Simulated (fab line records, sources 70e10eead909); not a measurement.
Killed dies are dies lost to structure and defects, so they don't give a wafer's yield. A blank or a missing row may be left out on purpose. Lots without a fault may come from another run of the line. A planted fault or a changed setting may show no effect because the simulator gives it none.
One fault seen from 3 desks | flow nand_harc | each desk has only its own numbers; what lay behind them comes last

THE METROLOGY DESK
What the gauges read, lot by lot, whatever tool the lot ran on: means of the sampled wafers that have a number. A lot is out of limits, marked OUT, if its mean lies more than 4 standard deviations from the usual mean; the brackets give that distance.
Columns: A = thk_nm at NHARC_A_ONON_D2_THK_MEAS_11, usual 1000 nm
lot  | first seen here | A
L867 | day 12 18:54    | 994
L871 | day 14 03:28    | 1006
L873 | day 14 13:24    | 1021
L874 | day 15 14:28    | 1001
L875 | day 15 18:31    | 984
L876 | day 16 03:32    | 976
L879 | day 17 05:10    | 1223 (+22) OUT
L880 | day 18 02:58    | 1318 (+32) OUT
L881 | day 18 16:43    | 1478 (+48) OUT
L886 | day 20 04:13    | 991
L887 | day 21 00:29    | 1001
L890 | day 22 08:44    | 1001
L889 | day 22 08:44    | 1004
This desk's finding: out of limits on L879, L880, L881; first on L879, day 17 05:10 (thk_nm at NHARC_A_ONON_D2_THK_MEAS_11). In limits: L867, L871, L873, L874, L875, L876, L886, L887, L890, L889.

THE TOOL OWNER'S DESK: pecvd_onon-01
The tool's own readings at NHARC_A_ONON_D2_DEP_09 (target thk 1000 nm): means of the sampled wafers that have a number, for each lot that ran on this tool. A lot is out of limits, marked OUT, if its mean lies more than 4 standard deviations from the usual mean; the brackets give that distance.
Columns: A = sih4_flow_sccm at NHARC_A_ONON_D2_DEP_09, usual 210.0 sccm
lot  | first seen here | A
L867 | day 12 18:34    | 210.2
L873 | day 14 12:53    | 210.3
L874 | day 15 13:57    | 209.5
L879 | day 17 04:42    | 210.2
L880 | day 18 02:31    | 209.3
L881 | day 18 16:16    | 210.6
This desk's finding: nothing out of limits on any of the 6 lots.

THE DEFECT DESK
What the inspections along the route counted, lot by lot: means of the sampled wafers that have a number. A lot is out of limits, marked OUT, if its mean lies more than 4 standard deviations from the usual mean; the brackets give that distance.
Columns: A = raw_defect_count at NHARC_A_CHANNEL_FILL_D1_INSPECT_13, usual 341
lot  | first seen here | A
L867 | day 11 00:06    | 608
L871 | day 12 13:28    | 237
L873 | day 13 01:15    | 305
L874 | day 14 02:37    | 233
L875 | day 14 07:04    | 314
L876 | day 14 14:32    | 358
L879 | day 15 17:05    | 257
L880 | day 16 07:37    | 260
L881 | day 17 02:07    | 506
L886 | day 18 13:57    | 352
L887 | day 19 12:07    | 345
L890 | day 20 08:46    | 270
L889 | day 20 08:46    | 275
This desk's finding: nothing out of limits on any of the 13 lots.

PUT TOGETHER
The metrology desk could have raised an alarm at day 17 05:10, on L879, L880, L881.
The tool owner's desk saw nothing out of limits.
The defect desk saw nothing out of limits.
The tool owner's desk has L879, L880, L881 on record, within its limits.
The defect desk has L879, L880, L881 on record, within its limits.
Of the lots named, all ran NHARC_A_ONON_D2_DEP_09 on pecvd_onon-01.

WHAT THE SIMULATOR HAD PUT IN
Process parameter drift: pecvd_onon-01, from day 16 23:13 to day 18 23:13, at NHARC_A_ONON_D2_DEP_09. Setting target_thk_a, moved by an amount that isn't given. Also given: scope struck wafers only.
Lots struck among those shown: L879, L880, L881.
Hours from the fault's start to each desk's first reading out of limits: the metrology desk, 6.
